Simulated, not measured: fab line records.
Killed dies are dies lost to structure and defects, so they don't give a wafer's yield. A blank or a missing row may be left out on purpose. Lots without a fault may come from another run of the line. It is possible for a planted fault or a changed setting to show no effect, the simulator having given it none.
Chamber matching	flow n5 finfet	4 sister chambers for N5_DUMMY_GATE_ETCH_29 on rie diel-01
The step etches underlayer in N2/H2, target depth 13 nm. 14 wafers are shown with their chamber, then 7 later ones without.

== WAFERS WITH THEIR CHAMBER ==
wafer	chamber	drypump motor current A (A)	showerhead plenum p Torr (Torr)	throttle valve pct (%)
L077.4	1	5.5	2.53	18.30
L077.5	2	5.4	2.58	17.86
L077.6	1	5.6	2.53	18.30
L079.2	1	5.6	2.53	18.30
L079.5	0	5.9	2.53	18.20
L079.6	1	5.6	2.53	18.31
L080.1	3	6.3	2.53	18.01
L080.2	0	5.9	2.53	18.21
L080.4	1	5.6	2.53	18.30
L087.2	0	5.9	2.53	18.24
L087.4	3	6.3	2.52	18.03
L087.6	1	5.5	2.53	18.33
L088.1	3	6.3	2.52	18.05
L088.3	0	5.9	2.53	18.24

SIGNATURES, as means of the wafers listed above
reading	chamber 0	chamber 1	chamber 2	chamber 3	scatter within a chamber
drypump motor current A	5.900	5.567	5.400	6.300	0.0365
showerhead plenum p Torr	2.5300	2.5300	2.5800	2.5233	0.00258
throttle valve pct	18.2225	18.3067	17.8600	18.0300	0.0168
Rule: a wafer's distance from a chamber is the root of the sum, over the readings, of the square of ((its reading less the chamber's mean) divided by the reading's scatter). If the next closest chamber is less than 2 further off than the closest, the wafer can't be placed; otherwise it belongs to the closest. The scatter: the root of (the sum of the squares of (reading less its chamber's mean) over the shown wafers, divided by (wafers less chambers)).

== WAFERS WITHOUT THEIR CHAMBER ==
wafer	drypump motor current A (A)	showerhead plenum p Torr (Torr)	throttle valve pct (%)
L088.4	5.6	2.53	18.34
L092.2	5.4	2.57	17.90
L092.3	5.6	2.52	18.36
L092.5	6.0	2.52	18.26
L094.2	6.3	2.52	18.05
L094.5	5.5	2.52	18.35
L094.6	5.4	2.57	17.91

== CHAMBER TAKEN BY EACH ==
wafer	from the rows above	in truth
L088.4	1	1
L092.2	2	2
L092.3	1	1
L092.5	0	0
L094.2	3	3
L094.5	1	1
L094.6	2	2
7 of 7 placed correctly. From these rows, 0 cannot be placed. Wrongly placed: 0.
